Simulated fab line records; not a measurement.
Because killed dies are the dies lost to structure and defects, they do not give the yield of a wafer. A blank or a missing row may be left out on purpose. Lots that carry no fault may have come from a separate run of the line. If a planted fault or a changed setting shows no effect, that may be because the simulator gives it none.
fab line records    flow nand_harc
record: lots: 6  wafers: 18  last_day: 24
route steps=1159 shown P_GATE@146 P_CONTACT@217 END@1159
lots that met no fault: taken from a fault-free run of the same line
start_h: hours from the record's first day to the start of the lot's first wafer shown    wait_h: hours from the lot's prior step to this one    " as in the row above    L1.1+2: a row that stands for several wafers    - no value, or no start given    * or withheld: withheld    < > ~ a bound
route shown NAME@n: NAME is a module with steps in the file, n the number in the route of the first one    usual: mean and standard deviation over wafers with no fault    same: alike in all rows    chamber/n: place in a boat    sites: per-site readings    _std_site: standard deviation across them    _edge_site: outer sites' mean less inner sites'    radius_mm: for every site, how far away it sits from the centre of the wafer    mask NAME#n: copy n    behind: the tool/chamber that last shaped the wafer    hold: cause of the lot's hold/its duration in hours/its outcome    device: the transistor (n, p or np) that didn't switch    end of line: tests run on the same wafers once the route is complete    a step with no rows: only its recipe    killed: not the wafer's yield, but the dies lost to structure and defects at the first sort    map: per-die view of a wafer (x killed, . not killed, _ where there is no die)
set.NAME: the setting the step ran with; set.NAME@STEP: the setting that earlier step ran with    model.NAME: the simulator's own value behind a step, which no gauge read
a table for each step, a row for each wafer; lots at some steps of the route
services: a tool's chamber out of use, with start hour (start_h, from the record's first day; less than 0 if before it), hours out, and reason
== steps ==
step: NHARC_P_GATE_HM_OPEN_105
recipe: target_depth_a: 3600  o2_flow_sccm: 400  cos_flow_sccm: 20  ar_flow_sccm: 0  rf_w: 500  bias_w: 300  chemistry: O2/COS
step: NHARC_P_GATE_STRIP_106
recipe: o2_flow_sccm: 400  cos_flow_sccm: 20  ar_flow_sccm: 0  bias_w: 0  chemistry: O2/COS
step: NHARC_P_GATE_ETCH_114
recipe: target_depth_a: 300  overetch_a: 30  time_s: 16.5  ion_energy_ev: 100  cf4_flow_sccm: 80  o2_flow_sccm: 20  ar_flow_sccm: 0  rf_w: 300  bias_w: 100  chemistry: CF4/O2
usual: drypump_motor_current_A: 5.9/0.38  o2_flow_sccm: 20.01/0.059  oes_o_777_au: 1.000/0.0049  oes_product_au: 0.998/0.0081  rf_fwd_power_W: 293.6/1.6  rf_vpp_V: 198.4/1.5  showerhead_plenum_p_Torr: 1.36/0.059  throttle_valve_pct: 13.397/0.0092
lot.wafer  tool         chamber  start_h  wait_h  drypump_motor_current_A  o2_flow_sccm  oes_o_777_au  oes_product_au  rf_fwd_power_W  rf_hours_counter_h  rf_vpp_V  showerhead_plenum_p_Torr  throttle_valve_pct
L896.2     rie_diel-05  1        -        -       5.3                      20.03         1.005         0.996           295.3           16                  200.1     1.42                      13.383
L896.5     "            1        "        "       5.3                      20.00         0.999         0.998           293.7           -                   198.9     1.42                      13.399
L896.6     "            3        "        "       5.9                      20.09         1.009         1.000           292.3           -                   200.6     1.42                      13.393
L902.3     rie_diel-11  2        -        -       5.8                      20.02         1.000         0.981           295.8           41                  196.9     1.34                      13.397
L902.5     "            2        "        "       5.8                      20.01         0.995         0.997           295.3           -                   199.4     1.34                      13.382
L902.6     "            3        "        "       6.5                      20.07         1.001         0.996           296.4           -                   196.9     1.26                      13.404
L908.3     rie_diel-08  0        -        -       6.2                      19.96         0.994         1.007           293.8           12                  197.9     1.39                      13.390
L908.5     "            0        "        "       6.2                      19.98         0.998         0.993           294.2           -                   199.4     1.40                      13.401
L908.6     "            1        "        "       5.6                      20.10         1.005         1.008           291.5           -                   196.7     1.26                      13.421
L910.1     rie_diel-11  3        -        -       6.5                      20.02         0.997         0.994           297.5           46                  195.6     1.26                      13.402
L910.5     "            1        "        "       6.2                      19.91         1.003         0.996           293.0           -                   199.8     1.39                      13.406
L910.6     "            2        "        "       5.8                      20.03         0.995         0.978           293.8           -                   197.7     1.34                      13.398
L916.2     rie_diel-11  0        -        -       6.0                      20.03         0.999         1.000           296.0           7                   197.6     1.37                      13.395
L916.3     "            1        "        "       6.2                      20.03         1.008         1.000           291.2           5                   197.9     1.39                      13.410
L916.5     "            0        "        "       6.0                      20.10         1.002         0.991           295.7           -                   198.4     1.37                      13.397
L917.2     rie_diel-08  0        -        -       6.2                      19.96         0.998         0.996           293.1           33                  198.8     1.39                      13.402
L917.6     "            1        "        "       5.6                      19.96         1.000         0.991           292.4           -                   195.5     1.26                      13.394
L917.5     "            2        "        "       5.3                      20.02         0.997         0.992           292.5           -                   200.3     1.44                      13.408
step: NHARC_P_GATE_ETCH_32
recipe: target_depth_a: 1500  over_etch_frac: 1  over_etch_ion_energy_ev: 40  time_s: 100.1  hbr_flow_sccm: 150  cl2_flow_sccm: 50  rf_w: 400  icp_w: 400  bias_w: 100  chemistry: HBr/Cl2
step: NHARC_P_GATE_STRIP_108
recipe: o2_flow_sccm: 500  ar_flow_sccm: 0  bias_w: 0  chemistry: O2
step: NHARC_P_GATE_CD_MEAS_33
usual: cd_nm: 120.2/1.7
lot.wafer  tool       chamber  start_h  wait_h  cd_nm
L896.2     cd_sem-01  -        89.85    0.2     121.7
L896.5     "          -        "        "       120.5
L896.6     "          -        "        "       121.7
L902.3     cd_sem-01  -        133.50   0.2     118.3
L902.5     "          -        "        "       114.7
L902.6     "          -        "        "       118.7
L908.3     cd_sem-03  -        168.45   -       120.6
L908.5     "          -        "        "       118.3
L908.6     "          -        "        "       117.4
L910.1     cd_sem-02  -        180.96   0.2     119.8
L910.5     "          -        "        "       118.3
L910.6     "          -        "        "       121.5
L916.2     cd_sem-02  -        214.65   0.2     122.5
L916.3     "          -        "        "       118.5
L916.5     "          -        "        "       121.0
L917.2     cd_sem-01  -        222.95   -       124.4
L917.5     "          -        "        "       119.4
L917.6     "          -        "        "       123.4
step: NHARC_P_GATE_STRIP_35
recipe: time_s: 600  temp_c: 130  chemistry: SPM
step: NHARC_P_GATE_PRECLEAN_73
recipe: time_s: *  temp_c: 50  bath_age_min: 0  chemistry: SC1
step: NHARC_P_GATE_SRD_74
step: NHARC_P_GATE_ALD_36
recipe: target_thk_a: 200  pulse_time_s: 60  ald_cycles: 223  temp_c: 400  material: SiNx
usual: heater_power_outer_w: 495/53  heater_power_w: 802/73  precursor_pulse_height_rel: 0.999/0.018
lot.wafer  tool        chamber  start_h  wait_h  heater_power_outer_w  heater_power_w  precursor_pulse_height_rel
L896.2     ald_sin-03  3        90.30    -       470                   781             1.008
L896.5     "           3        94.53    -       492                   774             0.979
L896.6     "           0        95.59    -       447                   694             0.991
L902.3     ald_sin-03  1        137.07   -       532                   803             0.970
L902.5     "           2        138.10   -       590                   939             1.015
L902.6     "           3        139.14   -       506                   829             0.984
L908.3     ald_sin-01  0        175.21   -       387                   698             0.986
L908.6     "           3        178.41   -       544                   859             1.002
L908.5     "           0        179.48   -       397                   710             1.007
L910.1     ald_sin-03  0        181.41   -       430                   639             1.025
L910.5     "           0        185.68   -       432                   665             1.010
L910.6     "           1        186.75   -       525                   825             0.986
L916.2     ald_sin-03  3        216.24   -       499                   812             1.008
L916.3     "           1        218.33   -       525                   825             1.000
L916.5     "           2        219.38   -       576                   921             0.998
L917.2     ald_sin-01  0        225.55   -       403                   706             1.021
L917.5     "           2        227.69   -       499                   804             0.981
L917.6     "           3        228.76   -       541                   874             1.020
step: NHARC_P_GATE_ETCHBACK_37
recipe: target_depth_a: 345  time_s: 17.2  chf3_flow_sccm: 50  o2_flow_sccm: 10  ar_flow_sccm: 200  rf_w: 500  bias_w: 200  chemistry: CHF3/O2
usual: chf3_flow_sccm: 49.99/0.17  drypump_motor_current_A: 5.9/0.38  o2_flow_sccm: 10.00/0.032  oes_product_au: 0.95/0.036  rf_fwd_power_W: 488.7/2.3  rf_vpp_V: 372.3/2.1  showerhead_plenum_p_Torr: 2.48/0.091  throttle_valve_pct: 20.572/0.0088
lot.wafer  tool         chamber  start_h  wait_h  chf3_flow_sccm  drypump_motor_current_A  o2_flow_sccm  oes_product_au  rf_fwd_power_W  rf_hours_counter_h  rf_vpp_V  showerhead_plenum_p_Torr  throttle_valve_pct
L896.2     rie_diel-05  2        -        -       49.96           6.3                      10.03         0.93            487.7           21                  372.2     2.49                      20.571
L896.6     "            3        "        "       49.92           5.9                      10.05         0.92            486.6           -                   373.8     2.55                      20.570
L896.5     "            1        "        "       49.99           5.3                      9.97          0.93            492.5           -                   374.5     2.55                      20.564
L902.3     rie_diel-05  2        -        -       50.26           6.2                      9.99          0.93            488.4           34                  373.1     2.48                      20.568
L902.5     "            1        "        "       49.74           5.3                      9.96          0.94            488.1           -                   374.6     2.54                      20.574
L902.6     "            3        "        "       50.17           5.9                      10.03         0.93            489.9           -                   374.1     2.55                      20.552
L908.3     rie_diel-05  1        -        -       49.96           5.3                      10.02         1.00            491.1           2                   374.0     2.54                      20.576
L908.6     "            2        "        "       49.89           6.2                      9.95          1.00            487.1           -                   371.5     2.48                      20.577
L908.5     "            3        "        "       50.18           5.9                      10.01         1.02            487.7           -                   374.7     2.54                      20.578
L910.1     rie_diel-05  3        -        -       50.06           5.9                      9.98          0.93            486.7           3                   372.3     2.54                      20.579
L910.5     "            3        "        "       50.02           5.9                      9.96          0.93            487.8           -                   372.7     2.54                      20.578
L910.6     "            2        "        "       50.02           6.2                      10.04         0.93            485.6           -                   372.2     2.48                      20.579
L916.3     rie_diel-08  1        -        -       50.14           5.6                      10.03         1.00            487.6           34                  367.1     2.26                      20.569
L916.2     "            3        "        "       49.77           5.5                      10.05         0.99            487.4           33                  369.1     2.33                      20.562
L916.5     "            1        "        "       49.99           5.6                      10.00         1.00            487.3           -                   368.4     2.26                      20.567
L917.2     rie_diel-05  3        -        -       50.03           5.9                      10.04         0.93            488.2           11                  373.4     2.54                      20.570
L917.5     "            3        "        "       49.99           5.9                      10.02         0.93            487.2           -                   374.8     2.54                      20.570
L917.6     "            0        "        "       49.86           6.3                      9.98          1.00            486.5           -                   372.2     2.51                      20.573
step: NHARC_P_GATE_STRIP_101
recipe: time_s: 20  o2_flow_sccm: 500  ar_flow_sccm: 0  bias_w: 0  chemistry: O2
usual: drypump_motor_current_A: 5.9/0.38  o2_flow_sccm: 500.2/1.5  oes_product_au: 1.000/0.0069  rf_vpp_V: 58.1/0.89  showerhead_plenum_p_Torr: 3.64/0.13  throttle_valve_pct: 17.037/0.0091
lot.wafer  tool         chamber  start_h  wait_h  drypump_motor_current_A  o2_flow_sccm  oes_product_au  rf_hours_counter_h  rf_vpp_V  showerhead_plenum_p_Torr  throttle_valve_pct
L896.2     rie_diel-05  1        100.05   0.1     5.3                      501.3         1.005           19                  59.0      3.74                      17.026
L896.5     "            3        "        "       5.9                      502.1         0.983           -                   58.1      3.75                      17.049
L896.6     "            2        "        "       6.2                      499.6         1.005           -                   58.7      3.66                      17.035
L902.3     rie_diel-05  3        143.47   0.1     5.9                      498.9         1.000           33                  58.2      3.74                      17.044
L902.6     "            3        "        "       5.9                      503.1         1.003           -                   57.4      3.74                      17.043
L902.5     "            1        "        "       5.3                      502.1         1.007           -                   59.7      3.73                      17.032
L908.3     rie_diel-05  2        183.84   0.1     6.2                      498.8         1.004           2                   58.2      3.64                      17.047
L908.6     "            3        "        "       5.9                      500.8         1.004           -                   58.0      3.73                      17.036
L908.5     "            1        "        "       5.3                      501.4         0.997           -                   57.5      3.73                      17.025
L910.1     rie_diel-05  2        191.11   0.1     6.2                      500.4         1.006           3                   58.5      3.64                      17.041
L910.5     "            2        "        "       6.2                      498.1         0.999           -                   58.4      3.64                      17.024
L910.6     "            1        "        "       5.3                      501.7         0.997           -                   57.9      3.73                      17.021
L916.3     rie_diel-08  0        224.74   0.1     6.2                      501.0         1.007           33                  58.5      3.67                      17.035
L916.2     "            1        "        "       5.6                      500.6         1.007           34                  56.5      3.33                      17.027
L916.5     "            1        "        "       5.6                      498.1         1.009           -                   59.8      3.33                      17.032
L917.2     rie_diel-05  1        233.11   0.1     5.3                      498.6         1.009           11                  57.7      3.72                      17.037
L917.5     "            1        "        "       5.3                      497.6         1.005           -                   58.8      3.72                      17.053
L917.6     "            2        "        "       6.2                      498.7         1.002           -                   58.1      3.64                      17.053
step: NHARC_P_GATE_PRECLEAN_97
recipe: time_s: 600  temp_c: 120  chemistry: SPM
lot.wafer   tool          chamber  start_h  wait_h
L896.5+6+2  wet_bench-02  7,1,2    100.15   -
L902.5+6+3  wet_bench-03  3,6,7    143.66   -
L908.5+6+3  wet_bench-03  3,5,6    183.94   -
L910.5+1+6  wet_bench-03  0,1,5    191.21   -
L916.2+5+3  wet_bench-03  7,0,2    224.84   -
L917.6+2+5  wet_bench-02  2,5,6    233.21   -
step: NHARC_P_GATE_SRD_98
step: NHARC_P_GATE_PRECLEAN_99
recipe: time_s: *  temp_c: 50  bath_age_min: 0  chemistry: SC1
step: NHARC_P_GATE_SRD_100
step: NHARC_P_GATE_DEHYDRATE_38
recipe: temp_c: 150  time_s: 120
step: NHARC_P_GATE_HMDS_39
recipe: time_s: 30
step: NHARC_P_GATE_COAT_40
recipe: spin_rpm: 3000
step: NHARC_P_GATE_SOFTBAKE_41
recipe: temp_c: 122  time_s: 95
step: NHARC_P_GATE_EBR_42
step: NHARC_P_GATE_EXPOSE_43
recipe: na: 0.6  target_cd_nm: 720  dose_mj: 14.81  mask_id: P_NSD
step: NHARC_P_GATE_PEB_44
recipe: peb_temp_c: 118  peb_time_s: 85
step: NHARC_P_GATE_DEVELOP_45
recipe: time_s: 70
step: NHARC_P_GATE_CD_MEAS_46
recipe: target_cd_nm: 720  landing_energy_ev: 500
usual: cd_nm: 719.8/1.4
lot.wafer  tool       chamber  start_h  wait_h  cd_nm
L896.2     cd_sem-03  0        100.98   -       717.5
L896.5     "          0        "        "       720.8
L896.6     "          0        "        "       717.8
L902.3     cd_sem-03  0        144.50   -       720.7
L902.5     "          0        "        "       720.8
L902.6     "          0        "        "       722.8
L908.3     cd_sem-03  0        184.77   -       720.7
L908.5     "          0        "        "       722.0
L908.6     "          0        "        "       720.9
L910.1     cd_sem-03  0        191.91   -       721.6
L910.5     "          0        "        "       721.5
L910.6     "          0        "        "       720.8
L916.2     cd_sem-01  0        225.68   -       720.4
L916.3     "          0        "        "       719.4
L916.5     "          0        "        "       721.2
L917.2     cd_sem-01  0        234.03   -       721.6
L917.5     "          0        "        "       719.5
L917.6     "          0        "        "       719.0
step: NHARC_P_GATE_HARDBAKE_47
recipe: temp_c: 125  time_s: 80
step: NHARC_P_GATE_DESCUM_48
recipe: time_s: 3  o2_flow_sccm: 200  ar_flow_sccm: 0  bias_power_w: 0  chemistry: O2
usual: drypump_motor_current_A: 5.9/0.38  o2_flow_sccm: 200.0/0.64  oes_product_au: 0.998/0.0071  rf_vpp_V: 58.0/0.92  showerhead_plenum_p_Torr: 1.97/0.075  throttle_valve_pct: 11.311/0.0091
lot.wafer  tool         chamber  start_h  wait_h  drypump_motor_current_A  o2_flow_sccm  oes_product_au  rf_hours_counter_h  rf_vpp_V  showerhead_plenum_p_Torr  throttle_valve_pct
L896.2     rie_diel-11  0        101.15   -       6.0                      199.5         0.986           27                  57.4      1.98                      11.323
L896.5     "            2        "        "       5.8                      200.1         0.979           -                   59.7      1.92                      11.314
L896.6     "            1        "        "       6.2                      199.6         0.993           -                   57.1      2.01                      11.312
L902.3     rie_diel-11  1        144.68   -       6.1                      200.9         0.993           45                  58.1      2.00                      11.319
L902.6     "            3        "        "       6.5                      201.0         0.992           -                   56.2      1.80                      11.309
L902.5     "            0        "        "       6.0                      200.6         0.990           -                   56.7      1.97                      11.310
L908.3     rie_diel-08  1        185.07   -       5.6                      200.3         1.001           19                  56.7      1.80                      11.317
L908.5     "            2        "        "       5.3                      198.9         0.997           -                   58.8      2.07                      11.307
L908.6     "            3        "        "       5.4                      199.2         0.992           -                   57.8      1.86                      11.329
L910.1     rie_diel-05  3        192.11   -       5.9                      199.8         1.005           3                   58.9      2.03                      11.311
L910.5     "            2        "        "       6.2                      199.5         1.000           -                   58.5      1.98                      11.309
L910.6     "            3        "        "       5.9                      199.1         1.000           -                   58.6      2.03                      11.307
L916.2     rie_diel-05  2        225.85   -       6.2                      200.4         0.999           11                  58.5      1.98                      11.325
L916.3     "            3        "        "       5.9                      200.2         1.009           11                  57.9      2.03                      11.308
L916.5     "            2        "        "       6.2                      200.2         0.998           -                   59.1      1.98                      11.303
L917.2     rie_diel-11  2        234.24   -       5.8                      200.3         0.997           10                  58.1      1.91                      11.315
L917.6     "            3        "        "       6.5                      199.9         1.005           -                   55.6      1.80                      11.314
L917.5     "            0        "        "       6.0                      199.9         0.992           -                   57.0      1.97                      11.318
step: NHARC_P_GATE_IMPLANT_49
recipe: energy_kev: 30  dose_cm2: 3e+15  tilt_deg: 7
step: NHARC_P_GATE_STRIP_111
recipe: power_w: 1500  temp_c: 110  time_s: 250  chemistry: N2/H2
step: NHARC_P_GATE_STRIP_75
recipe: power_w: 1500  temp_c: 250  chemistry: O2
step: NHARC_P_GATE_STRIP_50
recipe: time_s: 900  temp_c: 130  chemistry: SPM
step: NHARC_P_GATE_DEHYDRATE_51
recipe: temp_c: 150  time_s: 120
step: NHARC_P_GATE_HMDS_52
recipe: time_s: 30
step: NHARC_P_GATE_COAT_53
recipe: spin_rpm: 3000
step: NHARC_P_GATE_SOFTBAKE_54
recipe: temp_c: 122  time_s: 95
step: NHARC_P_GATE_EBR_55
step: NHARC_P_GATE_EXPOSE_56
recipe: na: 0.6  target_cd_nm: 720  dose_mj: 14.81  mask_id: P_PSD
step: NHARC_P_GATE_PEB_57
recipe: peb_temp_c: 118  peb_time_s: 85
step: NHARC_P_GATE_DEVELOP_58
recipe: time_s: 70
step: NHARC_P_GATE_CD_MEAS_59
recipe: target_cd_nm: 720  landing_energy_ev: 500
usual: cd_nm: 720.0/1.4
lot.wafer  tool       chamber  start_h  wait_h  cd_nm
L896.2     cd_sem-01  0        103.43   -       717.5
L896.5     "          0        "        "       718.1
L896.6     "          0        "        "       719.4
L902.3     cd_sem-02  0        146.25   -       721.6
L902.5     "          0        "        "       719.4
L902.6     "          0        "        "       721.2
L908.3     cd_sem-01  0        186.73   -       722.0
L908.5     "          0        "        "       722.2
L908.6     "          0        "        "       723.0
L910.1     cd_sem-02  0        193.57   -       720.1
L910.5     "          0        "        "       722.5
L910.6     "          0        "        "       720.2
L916.2     cd_sem-01  0        227.32   -       720.6
L916.3     "          0        "        "       720.6
L916.5     "          0        "        "       720.1
L917.2     cd_sem-02  0        235.83   -       722.0
L917.5     "          0        "        "       719.2
L917.6     "          0        "        "       720.6
step: NHARC_P_GATE_HARDBAKE_60
recipe: temp_c: 125  time_s: 80
step: NHARC_P_GATE_DESCUM_61
recipe: time_s: 3  o2_flow_sccm: 200  ar_flow_sccm: 0  bias_power_w: 0  chemistry: O2
step: NHARC_P_GATE_INSPECT_68
usual: raw_defect_count: 184/66
lot.wafer  tool               chamber  start_h  wait_h  hold                      raw_defect_count
L896.2     defect_inspect-01  -        109.54   0.1     -                         156
L896.5     "                  -        "        "       -                         146
L896.6     "                  -        "        "       -                         109
L902.3     defect_inspect-02  -        151.09   0.1     -                         125
L902.5     "                  -        "        "       -                         154
L902.6     "                  -        "        "       -                         105
L908.3     defect_inspect-02  -        191.44   0.1     -                         197
L908.5     "                  -        "        "       -                         206
L908.6     "                  -        "        "       -                         177
L910.1     defect_inspect-02  -        198.46   0.2     await_dispo/0.2h/release  837
L910.5     "                  -        "        "       await_dispo/0.2h/release  774
L910.6     "                  -        "        "       await_dispo/0.2h/release  797
L910.1     defect_inspect-02  -        198.63   0.2     -                         840
L910.5     "                  -        "        "       -                         788
L910.6     "                  -        "        "       -                         787
L916.2     defect_inspect-02  -        232.13   0.1     await_dispo/0.2h/release  690
L916.3     "                  -        "        "       await_dispo/0.2h/release  772
L916.5     "                  -        "        "       await_dispo/0.2h/release  764
L916.2     defect_inspect-02  -        232.30   0.2     -                         681
L916.3     "                  -        "        "       -                         762
L916.5     "                  -        "        "       -                         762
L917.2     defect_inspect-02  -        240.66   0.1     -                         212
L917.5     "                  -        "        "       -                         219
L917.6     "                  -        "        "       -                         195
step: NHARC_P_CONTACT_DEP_30
recipe: target_thk_a: 300  temp_c: 400  target_thk_nm: 30  flow_sccm: 200  rf_w: 450  material: SiNx
usual: heater_power_outer_w: 389/45  heater_power_w: 677/77  rf_fwd_power_W: 449.0/1.4
lot.wafer  tool      chamber  start_h  wait_h  hold                      heater_power_outer_w  heater_power_w  rf_fwd_power_W
L896.2     pecvd-03  2        109.64   0.1     -                         370                   582             449.2
L896.5     "         1        "        "       -                         413                   788             449.0
L896.6     "         2        "        "       -                         359                   589             446.9
L902.3     pecvd-02  2        151.23   0.1     -                         371                   669             448.0
L902.6     "         0        "        "       -                         408                   697             448.1
L902.5     "         1        "        "       -                         450                   801             450.3
L908.3     pecvd-04  1        191.58   0.1     -                         308                   533             448.4
L908.5     "         2        "        "       -                         446                   747             445.7
L908.6     "         0        "        "       -                         417                   781             448.3
L910.1     pecvd-02  0        202.99   4.4     await_dispo/4.0h/release  381                   628             448.2
L910.5     "         2        "        "       await_dispo/4.0h/release  393                   702             451.5
L910.6     "         0        "        "       await_dispo/4.0h/release  374                   644             448.2
L916.3     pecvd-04  0        236.31   4.0     await_dispo/3.8h/release  404                   735             448.8
L916.2     "         1        "        "       await_dispo/3.8h/release  419                   678             448.5
L916.5     "         0        "        "       await_dispo/3.8h/release  402                   737             448.9
L917.2     pecvd-04  2        240.81   0.1     -                         392                   658             448.0
L917.6     "         0        "        "       -                         372                   672             447.7
L917.5     "         2        "        "       -                         416                   644             447.3
step: NHARC_END_SORT_01
recipe: temp_c: 25
usual: defect_limited_yield: 95.4/1.4  killed_at_array: 27/10  killed_at_other: 0.6/1  killed_at_periphery: 3.4/2.7  killed_dies: 31/9.7  killed_open: 3.4/1.7  killed_short: 2.2/1.5  sort_bin_2_pct: 1.4/0.57  sort_bin_3_pct: 0.25/0.23  sort_bin_4_pct: 3.0/0.94  sort_n_pass: 646/9.7  sort_rim_yield_pct: 95.3/3  sort_yield_pct: 95.4/1.4
same: gross_dies: 677  sort_bin_5_pct[%]: 0  sort_bin_6_pct[%]: 0  sort_bin_7_pct[%]: 0  sort_bin_8_pct[%]: 0  sort_rim_n_gross: 106.00
lot.wafer  tool       chamber  start_h  wait_h  defect_limited_yield[%]  killed_at_array  killed_at_other  killed_at_periphery  killed_dies  killed_open  killed_short  sort_bin_2_pct[%]  sort_bin_3_pct[%]  sort_bin_4_pct[%]  sort_n_pass  sort_rim_yield_pct[%]  sort_yield_pct[%]
L896.2     prober-01  0        451.19   2.8     95.9                     23               1                4                    28           1            3             1.2                0.30               2.7                649          96.2                   95.9
L896.5     prober-01  0        453.59   3.7     96.3                     21               0                4                    25           2            3             1.2                0                  2.5                652          93.4                   96.3
L896.6     prober-01  0        454.40   4.0     95.4                     25               2                4                    31           5            3             1.2                0.30               3.1                646          96.2                   95.4
killed by level:class
L896.2 A_CHANNEL_HOLE_D1:chamber_film_flake=7 A_SLIT:chamber_film_flake=7 A_WL_FILL:chamber_film_flake=4 A_STAIRCASE:chamber_film_flake=2 P_M0:geometric_particle:short=1 P_M2:geometric_particle:open=1 A_SGD_CUT:geometric_particle:short=1 P_STI:chamber_film_flake=1
L896.5 A_CHANNEL_HOLE_D1:chamber_film_flake=7 A_SLIT:chamber_film_flake=6 A_WL_FILL:geometric_particle:short=3 A_STAIRCASE:chamber_film_flake=2 A_CONTACT:chamber_film_flake=2 P_GATE:geometric_particle:open=1 P_M2:geometric_particle:open=1 P_STI:chamber_film_flake=1
L896.6 A_CHANNEL_HOLE_D1:chamber_film_flake=13 A_SLIT:chamber_film_flake=5 A_WL_FILL:geometric_particle:short=2 A_STAIRCASE:chamber_film_flake=2 P_M0:geometric_particle:open=1 P_M1:geometric_particle:open=1 P_M1:geometric_particle:short=1 A_ONON_D1:geometric_particle:open=1
== services ==
tool          chamber  start_h  hours  kind
rie_diel-11   3        68.78    9.8    repair
ald_sin-03    3        69.41    3.9    repair
wet_bench-02  -        72.10    1.2    repair
wet_bench-03  -        80.22    1.9    repair
rie_diel-08   2        84.19    23.7   repair
ald_sin-01    -        90.72    1.0    repair
ald_sin-03    1        98.58    1.9    repair
rie_diel-11   3        101.11   6.2    repair
ald_sin-03    -        102.00   10.0   pm
rie_diel-11   3        108.18   16.1   repair
rie_diel-08   -        124.80   9.0    pm
rie_diel-11   1        144.97   3.7    repair
wet_bench-03  -        146.40   8.0    pm
pecvd-02      -        153.00   13.0   pm
rie_diel-05   -        163.62   9.0    pm
rie_diel-05   -        177.75   0.4    repair
wet_bench-02  -        180.00   8.0    pm
rie_diel-11   -        189.50   9.0    pm
rie_diel-08   -        190.55   2.4    repair
pecvd-02      -        191.04   1.7    repair
pecvd-04      -        195.00   13.0   pm
pecvd-04      -        208.73   1.2    repair
ald_sin-03    2        225.32   21.9   repair
rie_diel-08   0        229.99   1.4    repair
== key ==
first_sign: step: NHARC_P_GATE_INSPECT_68  reading: raw_defect_count  direction: up  sigmas: 8.9  usual: 184  struck: 772
effect: step: NHARC_P_GATE_INSPECT_68  reading: hold  direction: added
met_at NHARC_P_GATE_PRECLEAN_97
struck_wafers L910.1,L910.5,L910.6,L916.2,L916.3,L916.5
scrapped_behind NHARC_P_CONTACT_INSPECT_14 L910.1,L910.5,L910.6,L916.2,L916.3,L916.5
onset_between 183.94 191.21
also_fits NHARC_P_GATE_ETCH_114:rie_diel-11,NHARC_P_GATE_ALD_36:ald_sin-03,NHARC_P_GATE_DESCUM_48:rie_diel-05
fault: kind: chamber_particle_source  tool: wet_bench-03  chamber: -  onset_h: 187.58  steps: NHARC_P_GATE_PRECLEAN_97  rate_per_visit_cm2: 0.91458  end_h: 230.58
